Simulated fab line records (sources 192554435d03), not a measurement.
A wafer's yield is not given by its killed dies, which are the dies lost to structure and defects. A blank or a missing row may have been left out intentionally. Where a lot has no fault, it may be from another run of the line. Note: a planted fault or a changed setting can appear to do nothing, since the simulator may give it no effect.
Check for tools in common | flow n5_finfet | 27 wafers sampled across 9 lots

## WHAT PROMPTED THE OPENING
On 2 of the 9 lots, a flag is raised at N5_SD_EPI_P_INSPECT_26 on the reading raw_defect_count. Wafers without a fault read 171, standard deviation 31.
Rule: a lot gets a flag if all its wafers with a number sit over 4 standard deviations from that mean, or if no wafer of it has a number. As for the other lots, they are considered sound.

lot  | measured    | on                | raw_defect_count, wafer by wafer | flag
L808 | day 3 21:47 | defect_inspect-01 | 219 191 224                      |
L813 | day 5 05:41 | defect_inspect-02 | 127 165 130                      |
L814 | day 5 11:32 | defect_inspect-01 | 220 199 212                      |
L815 | day 5 16:36 | defect_inspect-02 | 154 127 130                      |
L820 | day 6 23:06 | defect_inspect-02 | 157 170 130                      |
L822 | day 7 10:47 | defect_inspect-02 | 804 920 776                      | FLAGGED
L824 | day 8 00:14 | defect_inspect-01 | 913 890 913                      | FLAGGED
L826 | day 8 12:36 | defect_inspect-02 | 177 181 190                      |
L829 | day 9 03:41 | defect_inspect-01 | 210 126 169                      |
Average over the flagged lots: 869; offset from the usual +698, equal to +23 standard deviations.

## EACH LOT AND THE TOOL IT RAN ON
The record keeps 1 process step preceding the reading, out of 1938 steps on the route. In each cell: the tool, then ch and the chambers that the sampled wafers went through, then the start.
lot  | flag    | N5_SD_EPI_P_ETCH_36
L808 |         | rie_diel-04 ch 0,1,2, day 3 17:59
L813 |         | rie_diel-04 ch 0,1, day 5 01:52
L814 |         | rie_diel-01 ch 0,3, day 5 05:53
L815 |         | rie_diel-01 ch 0,2,3, day 5 12:55
L820 |         | rie_diel-02 ch 0,3, day 6 18:33
L822 | FLAGGED | rie_diel-01 ch 0,1,3, day 7 06:14
L824 | FLAGGED | rie_diel-01 ch 2,3, day 7 20:32
L826 |         | rie_diel-02 ch 1,2, day 8 08:55
L829 |         | rie_diel-04 ch 2,3, day 9 00:01
What the steps here do:
- N5_SD_EPI_P_ETCH_36: etches SiARC in CF4, target depth 45.5 nm, time 75.8 s.
- N5_SD_EPI_P_INSPECT_26: inspects for defects (darkfield).

## FLAGGED AGAINST TOTAL, ONE TOOL AT A TIME (gauges that did the reading follow at the end)
step                   | tool              | lots run | flagged | share of the flagged lots | sound lots run after its first flagged lot
N5_SD_EPI_P_ETCH_36    | rie_diel-01       | 4        | 2       | all                       | 0
N5_SD_EPI_P_ETCH_36    | rie_diel-02       | 2        | 0       | none                      | -
N5_SD_EPI_P_ETCH_36    | rie_diel-04       | 3        | 0       | none                      | -
N5_SD_EPI_P_INSPECT_26 | defect_inspect-01 | 4        | 1       | some                      | 1 (L829)
N5_SD_EPI_P_INSPECT_26 | defect_inspect-02 | 5        | 1       | some                      | 1 (L826)

## WHAT THE TABLE ALLOWS
All flagged lots share 1 row of the table, namely rie_diel-01 at N5_SD_EPI_P_ETCH_36.
- rie_diel-01 at N5_SD_EPI_P_ETCH_36 ran 4 lots, 2 of them flagged. Its last sound lot is L815 (day 5 12:55), its first flagged lot L822 (day 7 06:14): a fault that began between those two fits.
Just one tool remains: rie_diel-01 at N5_SD_EPI_P_ETCH_36.

## WHAT WAS PUT IN BY THE SIMULATOR
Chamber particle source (rie_diel-01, N5_SD_EPI_P_ETCH_36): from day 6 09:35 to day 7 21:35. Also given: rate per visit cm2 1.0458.
Lots struck among those shown: L822, L824. The same result came from the rule above.
